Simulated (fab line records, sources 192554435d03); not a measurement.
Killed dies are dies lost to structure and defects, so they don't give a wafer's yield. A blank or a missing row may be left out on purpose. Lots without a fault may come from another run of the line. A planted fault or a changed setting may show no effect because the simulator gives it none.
Which tool did it? | flow n5_finfet | 8 lots, 24 wafers sampled, at 4 steps of a route of 1938

WHAT THE GAUGES READ, wafer by wafer
N5_FIN_SAQP_OVL_MEAS_17.
lot  | measured    | on         | FIN_CORE_OVL (nm)
L525 | day 2 21:34 | overlay-02 | -0.5 -0.6 -0.7
L526 | day 3 03:49 | overlay-02 | -0.1 -0.6 -0.6
L535 | day 5 09:47 | overlay-02 | - - -
L536 | day 5 15:38 | overlay-02 | - - -
L537 | day 5 21:59 | overlay-02 | - - -
L538 | day 6 03:25 | overlay-02 | 0.7 0.2 0.8
L542 | day 7 03:46 | overlay-01 | 0.6 0.7 0.3
L543 | day 7 09:15 | overlay-01 | 1.4 1.7 1.0

WHICH TOOL RAN EACH LOT (tool, then ch and the chambers of the sampled wafers, then the start)
lot  | N5_WELL_APT_DESCUM_13             | N5_PMOS_HMC_CHANNEL_EPI_DESCUM_14 | N5_PMOS_HMC_CHANNEL_EPI_FIN_RECESS_16
L525 | rie_diel-04 ch 0,2, day 2 14:04   | rie_diel-06 ch 2,3, day 2 17:35   | rie_si-04 ch 0,2, day 2 18:03
L526 | rie_diel-04 ch 1,2, day 2 20:14   | rie_diel-05 ch 1,2,3, day 2 23:35 | rie_si-04 ch 0,1,2, day 3 00:03
L535 | rie_diel-02 ch 0,1,3, day 5 01:59 | rie_diel-06 ch 2,3, day 5 05:37   | rie_si-05 ch 1,2,3, day 5 06:04
L536 | rie_diel-03 ch 0,3, day 5 07:54   | rie_diel-06 ch 0,1,3, day 5 11:32 | rie_si-03 ch 1,2, day 5 11:59
L537 | rie_diel-04 ch 1,2,3, day 5 13:48 | rie_diel-05 ch 1,2, day 5 17:20   | rie_si-04 ch 0,2,3, day 5 17:47
L538 | rie_diel-02 ch 0,2,3, day 5 20:02 | rie_diel-01 ch 0,1,2, day 5 23:19 | rie_si-04 ch 0,1,2, day 5 23:47
L542 | rie_diel-02 ch 0,3, day 6 19:57   | rie_diel-06 ch 0,1,3, day 6 23:24 | rie_si-05 ch 2,3, day 6 23:52
L543 | rie_diel-03 ch 1,3, day 7 01:39   | rie_diel-05 ch 0,1,3, day 7 05:01 | rie_si-04 ch 0,3, day 7 05:29
- N5_WELL_APT_DESCUM_13: chemistry O2, time 7.9 s.
- N5_PMOS_HMC_CHANNEL_EPI_DESCUM_14: chemistry O2, time 7.9 s.
- N5_PMOS_HMC_CHANNEL_EPI_FIN_RECESS_16: chemistry HBr/Cl2, target Si, target depth 54 nm, time 18 s.

THE ANSWER, worked out from the rows above alone
Rule: what is usual is taken from the lots themselves. Put in order of their means at a reading, lots are off if they are a third of the lots or fewer, leave a main group of 4 or more, and stand apart from it by a gap of 3 or more times the standard deviation of the main group's means; of several such gaps the widest counts. A main group whose means are all the same, to the digits that the tables above print for the reading, isn't used. A lot without any number at a reading at which 4 lots or more have one is off too. The other lots that the step has rows for count as sound.
Off: L535, L536, L537, at N5_FIN_SAQP_OVL_MEAS_17 (FIN_CORE_OVL). Without a number there: L535, L536, L537. The main group: mean 0.3 nm, standard deviation 0.72.
A tool fits if, at a process step before that reading, it ran every lot that is off, and no sound lot after the first of them. The gauges at N5_FIN_SAQP_OVL_MEAS_17 are tried like those tools. None of those tried fits.

WHAT THE SIMULATOR HAD PUT IN
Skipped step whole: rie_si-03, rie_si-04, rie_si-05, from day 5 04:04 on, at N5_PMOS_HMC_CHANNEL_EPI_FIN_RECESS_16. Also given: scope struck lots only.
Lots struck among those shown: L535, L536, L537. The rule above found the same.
